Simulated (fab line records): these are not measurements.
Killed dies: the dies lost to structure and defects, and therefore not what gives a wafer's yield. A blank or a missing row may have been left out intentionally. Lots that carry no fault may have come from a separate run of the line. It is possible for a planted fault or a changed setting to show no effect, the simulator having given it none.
Problem report, 8D (eight disciplines) form, completed by code :: flow nand_harc :: the parts of the form that need people (team, actions taken, sign-off) are left out

1. WHAT IS WRONG
rf_fwd_power_W at NHARC_A_STAIRCASE_ETCH_192 reads a mean of 496.6 W on 6 wafers of 2 lots; wafers without a fault read 592.6 W with a standard deviation of 2.5. Measured from the usual mean, that is -38 standard deviations.
The step: etches the open film in C4F8/O2, target depth 100 nm, time 40.5 s.
First seen on wafer L119.3, day 18 04:56, on rie_diel-03. Wafers with a number at this step in the record: 36, from 12 lots. By rule, "out" or "out of limits" means more than 4 standard deviations away from the usual mean. The other wafers with a number count as sound.

2. WHAT IT IS AND WHAT IT IS NOT
question: which readings at this step
is: rf_fwd_power_W, oes_product_au
is not: rf_vpp_V

question: which lots
is: L119, L120
is not: L114, L117, L128, L129, L131, L132, L133, L134, L135, L136

question: which wafers of those lots
is: all that have a number
is not: -

question: read on which tools
is: rie_diel-03
is not: rie_diel-02, rie_diel-08

question: when
is: from day 18 04:56
is not: up to then (6 sound wafers); but 24 sound wafers of L128, L129, L131, L132, L133, L134, L135, L136 came after

3. WHAT RULES OUT EACH SUSPECT
Counting: any tool at a process step up to the reading is kept as a suspect provided that every lot that is out went through it and no sound lot did after the first of them.
- rie_diel-03 at NHARC_A_STAIRCASE_TRIM_187 (chemistry O2, time 211.2 s): ruled out as a lasting fault. The sound lots L131, L133, L134, L136 went through it after L119, its earliest lot that is out (day 18 03:17).
- rie_diel-03 at NHARC_A_STAIRCASE_ETCH_188 (etches the open film in C4F8/O2, target depth 100 nm, time 40.5 s): ruled out as a lasting fault. The sound lots L131, L133, L134, L136 went through it after L119, its earliest lot that is out (day 18 04:56). With no start given for some of its lots, NHARC_A_STAIRCASE_ETCH_188 uses the hours and lot order of NHARC_A_STAIRCASE_ETCH_192.
- rie_diel-03 at NHARC_A_STAIRCASE_TRIM_191 (chemistry O2, time 211.2 s): ruled out as a lasting fault. The sound lots L131, L133, L134, L136 went through it after L119, its earliest lot that is out (day 18 04:56). With no start given for some of its lots, NHARC_A_STAIRCASE_TRIM_191 uses the hours and lot order of NHARC_A_STAIRCASE_ETCH_192.
- rie_diel-03 at NHARC_A_STAIRCASE_ETCH_192 (etches the open film in C4F8/O2, target depth 100 nm, time 40.5 s): ruled out as a lasting fault. The sound lots L131, L133, L134, L136 went through it after L119, its earliest lot that is out (day 18 04:56).
Left after counting: nothing in the record.

4. THE CAUSE (what the simulator had put in)
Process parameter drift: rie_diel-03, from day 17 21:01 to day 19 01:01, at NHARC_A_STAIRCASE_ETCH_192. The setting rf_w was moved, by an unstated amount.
Counting ruled it out, wrongly.

5. THE EFFECT CHAIN, in route order
Rows list readings where the struck wafers' mean (over those with a number) sits beyond 3 standard deviations from the usual. Readings are gone through only where the record gives a usual standard deviation; hours: the median, over the lots, of the time from a lot's start at the first step in this table giving one to that lot's start at this step; sigmas: the change measured in usual standard deviations.
hours: 0
step: NHARC_A_STAIRCASE_ETCH_192
reading: oes_product_au
usual: 0.942 a.u.
on struck wafers: 0.853
change: -0.089
sigmas: -9.7

hours: 0
step: NHARC_A_STAIRCASE_ETCH_192
reading: rf_fwd_power_W
usual: 592.6 W
on struck wafers: 496.6
change: -96.0
sigmas: -38
Here are the process steps it includes:
- NHARC_A_STAIRCASE_ETCH_192: etches the open film in C4F8/O2, target depth 100 nm, time 40.5 s.
Later steps that measure or inspect, where all struck wafers having a row at the step show a number for every such reading and not one has moved that far: NHARC_END_SORT_01.

6. WHAT WOULD HAVE CAUGHT IT SOONER
In this record the first reading out of limits was taken at day 18 04:56, 8 hours after the fault began at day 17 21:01.
